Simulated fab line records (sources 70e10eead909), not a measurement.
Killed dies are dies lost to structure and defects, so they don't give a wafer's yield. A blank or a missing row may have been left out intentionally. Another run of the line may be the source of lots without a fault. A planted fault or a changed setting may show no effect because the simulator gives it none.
Chamber matching -- flow nand-harc -- NHARC_A_CONTACT_ETCH_88 on rie-diel-07: 4 sister chambers
The step etches the open film in CF4, target depth 39 nm, time 65 s. 20 wafers are shown with their chamber, then 10 later ones without.

== WAFERS, EACH WITH ITS CHAMBER ==
wafer,chamber,showerhead-plenum-p-Torr (Torr),rf-vpp-V (V),rf-fwd-power-W (W)
L074.1,1,1.80,151.3,294.7
L074.2,3,1.65,149.7,297.2
L074.5,2,1.64,149.2,298.6
L078.1,2,1.64,150.5,297.4
L078.3,0,1.86,151.6,296.9
L078.5,1,1.80,151.3,295.9
L079.2,2,1.64,149.7,298.1
L079.5,3,1.65,149.2,298.8
L079.6,2,1.64,150.8,298.7
L084.1,3,1.64,149.9,296.9
L084.3,0,1.86,153.0,298.1
L084.4,2,1.91,152.0,297.5
L083.1,0,1.86,152.4,297.3
L083.2,3,1.64,148.5,297.5
L083.3,2,1.91,150.1,298.6
L090.4,3,1.64,150.2,297.7
L090.5,0,1.86,152.7,298.8
L090.6,1,1.80,151.5,295.9
L089.1,0,1.86,153.2,297.6
L089.3,3,1.64,149.7,298.3

SIGNATURES (averages over the wafers above)
reading,chamber 0,chamber 1,chamber 2,chamber 3,scatter within a chamber
showerhead-plenum-p-Torr,1.8600,1.8000,1.7300,1.6433,0.078
rf-vpp-V,152.580,151.367,150.383,149.533,0.714
rf-fwd-power-W,297.740,295.500,298.150,297.733,0.676
Rule: for a wafer and a chamber, the distance is found by dividing, reading by reading, the gap between the wafer's reading and the chamber's mean by the reading's scatter, squaring, summing and taking the root. The wafer belongs to the nearest chamber; if the next one is less than 2 further off, it can't be placed. The scatter is the square root of a quotient: the sum, over the shown wafers, of each reading's squared deviation from its chamber's mean, divided by wafers minus chambers.

== WAFERS MISSING THEIR CHAMBER ==
wafer,showerhead-plenum-p-Torr (Torr),rf-vpp-V (V),rf-fwd-power-W (W)
L089.6,1.90,152.6,295.8
L092.2,1.86,152.8,297.0
L092.5,1.64,148.6,299.0
L092.6,1.86,151.3,297.2
L096.2,1.80,150.8,293.2
L096.3,1.86,152.6,298.2
L096.4,1.90,152.7,299.0
L097.1,1.90,152.9,298.7
L097.4,1.86,152.2,296.9
L097.5,1.86,152.6,298.1

== EACH ONE'S CHAMBER ==
wafer,from the rows above,in truth
L089.6,can't be placed: 1 or 0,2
L092.2,can't be placed: 0 or 1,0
L092.5,can't be placed: 3 or 2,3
L092.6,can't be placed: 0 or 2 or 1 or 3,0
L096.2,1,1
L096.3,0,0
L096.4,0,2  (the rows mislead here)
L097.1,0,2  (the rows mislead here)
L097.4,can't be placed: 0 or 1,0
L097.5,0,0
3 of 10 placed correctly. Cannot be placed on the basis of these rows: 5; the candidates contain the true chamber in 4. Number placed wrongly: 2.
